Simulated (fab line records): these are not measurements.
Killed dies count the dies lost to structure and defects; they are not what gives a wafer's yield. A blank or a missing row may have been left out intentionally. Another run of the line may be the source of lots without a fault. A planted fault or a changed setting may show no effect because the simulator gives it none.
Chamber matching || flow n5_finfet || 4 sister chambers for N5_ILD0_LINER_00 on ald_sin-04
The step material SiNx, target thk 4 nm, pulse time 1 s, purge time 2 s. 14 wafers are shown with their chamber, then 7 later ones without.

WAFERS PAIRED WITH THEIR CHAMBERS
{"wafer": "L076.3", "chamber": 2, "heater_power_w (W)": 879, "susceptor_temp_C (C)": 400.10, "precursor_pulse_height_rel": 1.002}
{"wafer": "L076.4", "chamber": 1, "heater_power_w (W)": 694, "susceptor_temp_C (C)": 399.87, "precursor_pulse_height_rel": 1.017}
{"wafer": "L076.6", "chamber": 1, "heater_power_w (W)": 713, "susceptor_temp_C (C)": 399.92, "precursor_pulse_height_rel": 1.006}
{"wafer": "L080.2", "chamber": 3, "heater_power_w (W)": 953, "susceptor_temp_C (C)": 399.74, "precursor_pulse_height_rel": 0.984}
{"wafer": "L080.4", "chamber": 0, "heater_power_w (W)": 772, "susceptor_temp_C (C)": 399.56, "precursor_pulse_height_rel": 1.006}
{"wafer": "L080.5", "chamber": 1, "heater_power_w (W)": 706, "susceptor_temp_C (C)": 399.98, "precursor_pulse_height_rel": 1.012}
{"wafer": "L082.1", "chamber": 0, "heater_power_w (W)": 782, "susceptor_temp_C (C)": 400.03, "precursor_pulse_height_rel": 1.016}
{"wafer": "L082.3", "chamber": 1, "heater_power_w (W)": 699, "susceptor_temp_C (C)": 400.36, "precursor_pulse_height_rel": 0.965}
{"wafer": "L082.4", "chamber": 2, "heater_power_w (W)": 880, "susceptor_temp_C (C)": 400.20, "precursor_pulse_height_rel": 0.981}
{"wafer": "L083.2", "chamber": 2, "heater_power_w (W)": 897, "susceptor_temp_C (C)": 400.19, "precursor_pulse_height_rel": 1.005}
{"wafer": "L083.3", "chamber": 0, "heater_power_w (W)": 797, "susceptor_temp_C (C)": 399.92, "precursor_pulse_height_rel": 0.971}
{"wafer": "L083.6", "chamber": 1, "heater_power_w (W)": 694, "susceptor_temp_C (C)": 399.97, "precursor_pulse_height_rel": 0.972}
{"wafer": "L086.2", "chamber": 2, "heater_power_w (W)": 890, "susceptor_temp_C (C)": 400.21, "precursor_pulse_height_rel": 0.971}
{"wafer": "L086.4", "chamber": 0, "heater_power_w (W)": 766, "susceptor_temp_C (C)": 399.68, "precursor_pulse_height_rel": 1.047}

SIGNATURES (means of the wafers above)
{"reading": "heater_power_w", "chamber 0": 779.25, "chamber 1": 701.20, "chamber 2": 886.50, "chamber 3": 953.00, "scatter within a chamber": 10.2}
{"reading": "susceptor_temp_C", "chamber 0": 399.7975, "chamber 1": 400.0200, "chamber 2": 400.1750, "chamber 3": 399.7400, "scatter within a chamber": 0.173}
{"reading": "precursor_pulse_height_rel", "chamber 0": 1.01000, "chamber 1": 0.99440, "chamber 2": 0.98975, "chamber 3": 0.98400, "scatter within a chamber": 0.0246}
Rule: distance of a wafer from a chamber = root of the sum over the readings of ((wafer's reading minus chamber's mean) / reading's scatter) squared. If the next closest chamber is less than 2 further off than the closest, the wafer can't be placed; otherwise it belongs to the closest. The scatter is the square root of a quotient: the sum, over the shown wafers, of each reading's squared deviation from its chamber's mean, divided by wafers minus chambers.

WAFERS WHOSE CHAMBER IS MISSING
{"wafer": "L086.5", "heater_power_w (W)": 700, "susceptor_temp_C (C)": 400.15, "precursor_pulse_height_rel": 1.024}
{"wafer": "L094.1", "heater_power_w (W)": 680, "susceptor_temp_C (C)": 400.24, "precursor_pulse_height_rel": 0.962}
{"wafer": "L094.3", "heater_power_w (W)": 793, "susceptor_temp_C (C)": 400.20, "precursor_pulse_height_rel": 0.992}
{"wafer": "L094.4", "heater_power_w (W)": 893, "susceptor_temp_C (C)": 400.42, "precursor_pulse_height_rel": 1.027}
{"wafer": "L095.2", "heater_power_w (W)": 784, "susceptor_temp_C (C)": 399.80, "precursor_pulse_height_rel": 0.982}
{"wafer": "L095.5", "heater_power_w (W)": 922, "susceptor_temp_C (C)": 399.94, "precursor_pulse_height_rel": 1.014}
{"wafer": "L095.6", "heater_power_w (W)": 885, "susceptor_temp_C (C)": 399.94, "precursor_pulse_height_rel": 1.027}

WHICH CHAMBER EACH ONE RAN IN
{"wafer": "L086.5", "from the rows above": 1, "in truth": 1}
{"wafer": "L094.1", "from the rows above": 1, "in truth": 1}
{"wafer": "L094.3", "from the rows above": 0, "in truth": 0}
{"wafer": "L094.4", "from the rows above": 2, "in truth": 2}
{"wafer": "L095.2", "from the rows above": 0, "in truth": 0}
{"wafer": "L095.5", "from the rows above": "can't be placed: 3 or 2", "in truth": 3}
{"wafer": "L095.6", "from the rows above": 2, "in truth": 2}
6 of 7 placed correctly. Cannot be placed on the basis of these rows: 1; the candidates contain the true chamber in 1. Placed wrongly: 0.
